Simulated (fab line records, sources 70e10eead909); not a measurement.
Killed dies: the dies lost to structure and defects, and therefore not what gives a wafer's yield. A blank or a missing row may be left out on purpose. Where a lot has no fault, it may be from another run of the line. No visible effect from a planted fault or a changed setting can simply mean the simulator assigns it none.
A struck lot beside a sound one || flow nand harc || 14 out of 1302 route steps
Sound: wafers L284.2, L284.4, L284.5. Wafers struck: L271.2, L271.3, L271.6. The cause is named last.
For every step that has rows: the tool of each side, followed by ch and its chambers, followed by its first start. Under that, the readings that differ: sound wafers || struck wafers || difference of the means || sigmas: that difference in standard deviations of wafers without a fault.
alike: a reading whose means differ by less than 2 such deviations, as well as words and numbers matching on both sides. not compared: withheld readings; readings where some wafer has no value; bounds like >300 that might hide an equal value; numbers whose values overlap and for which the record gives no deviation.
Wherever a step has rows on one side only, a row that says differs or no value, or a row with sigmas, the two part there. When numbers do not overlap yet have no deviation, they are printed without sigmas and do not part them. A reading missing from all wafers of one side parts the sides only when that side holds two or more wafers.

NHARC_A_M0_CD_MEAS_09: the cd target is 80 nm.
  sound on cd sem-01 ch 0, day 29 03:54; struck on cd sem-03 ch 0, day 24 09:58
  alike: cd nm
NHARC_A_M0_OVL_MEAS_10: pitch 160 nm.
  sound on overlay-01 at day 29 03:59; struck on overlay-02 at day 24 10:04
  alike: overlay x nm, overlay y nm
NHARC_A_M0_INSPECT_11:
  sound on defect inspect-02 at day 29 04:02; struck on defect inspect-01 at day 24 10:05
  alike: raw defect count
NHARC_A_M0_DESCUM_14: chemistry O2, time 3 s.
  sound on rie diel-07 ch 0,2, day 29 04:05; struck on rie diel-08 ch 0,1,2, day 24 10:10
  alike: drypump motor current A, oes product au, rf vpp V, showerhead plenum p Torr, throttle valve pct
  not compared: rf hours counter h
NHARC_A_M0_ETCH_34: etches the open film in N2/H2, target depth 40 nm, overetch 12 nm, time 43.94 s.
  sound on rie diel-07 ch 2,3, day 29 04:11; struck on rie diel-08 ch 0,3, day 24 10:14
  alike: drypump motor current A, oes product au, rf vpp V, showerhead plenum p Torr, throttle valve pct
  not compared: rf hours counter h
NHARC_A_M0_ETCH_15: etches the open film in C4F8/Ar, target depth 150 nm, overetch 15 nm, time 82.5 s.
  sound on rie diel-07 ch 0,3; struck on rie diel-08 ch 0,1,2
{"reading": "rf vpp V (V)", "sound": "444.8 438.6 444.9", "struck": "436.3 437.8 437.1", "difference": -5.7, "sigmas": -2}
  alike: oes product au
  not compared: rf hours counter h
NHARC_A_M0_CD_MEAS_16:
  sound on cd sem-01 at day 29 04:23; struck on cd sem-01 at day 24 10:28
  alike: cd nm
NHARC_A_M0_STRIP_18: strips in N2/H2.
  sound on rie diel-08 ch 0,2, day 29 04:29; struck on rie diel-07 ch 0,3, day 24 10:34
{"reading": "showerhead plenum p Torr (Torr)", "sound": "1.90 1.88 1.88", "struck": "1.99 2.19 1.99", "difference": "+0.17", "sigmas": "+2"}
  alike: drypump motor current A, oes product au, rf vpp V, throttle valve pct
  not compared: rf hours counter h
then, 1 step without rows for these wafers: NHARC_A_M0_STRIP_19 (strips in post etch residue remover, time 600 s).
NHARC_A_M0_DEGAS_28: time 60 s.
  sound on pvd sputter-01 at day 29 05:00; struck on pvd sputter-03 at day 24 11:07
  alike: heater power w
then, 2 steps without rows for these wafers: NHARC_A_M0_PRE_CLEAN_29 (time 30 s); NHARC_A_M0_PVD_20 (deposits TaN, target thk 5 nm, time 8.06 s).
NHARC_A_M0_PVD_21: deposits Cu, target thk 30 nm, time 20.49 s.
  sound on pvd sputter-01 at day 29 05:14; struck on pvd sputter-03 at day 24 11:22
  no value came back on the struck wafers for cathode dc power W (W), chamber pressure pa (Pa), throttle valve pct (%), time s (s); on the sound wafers cathode dc power W (W) reads 4999.2 4998.9 4999.2
then, 1 step without rows for these wafers: NHARC_A_M0_ECD_22 (material Cu, target thk 400 nm).

== WHERE THEY PART ==
Last at NHARC_A_M0_PVD_21 as far as this record goes, first at NHARC_A_M0_ETCH_15.

WHY: what had been put in by the simulator
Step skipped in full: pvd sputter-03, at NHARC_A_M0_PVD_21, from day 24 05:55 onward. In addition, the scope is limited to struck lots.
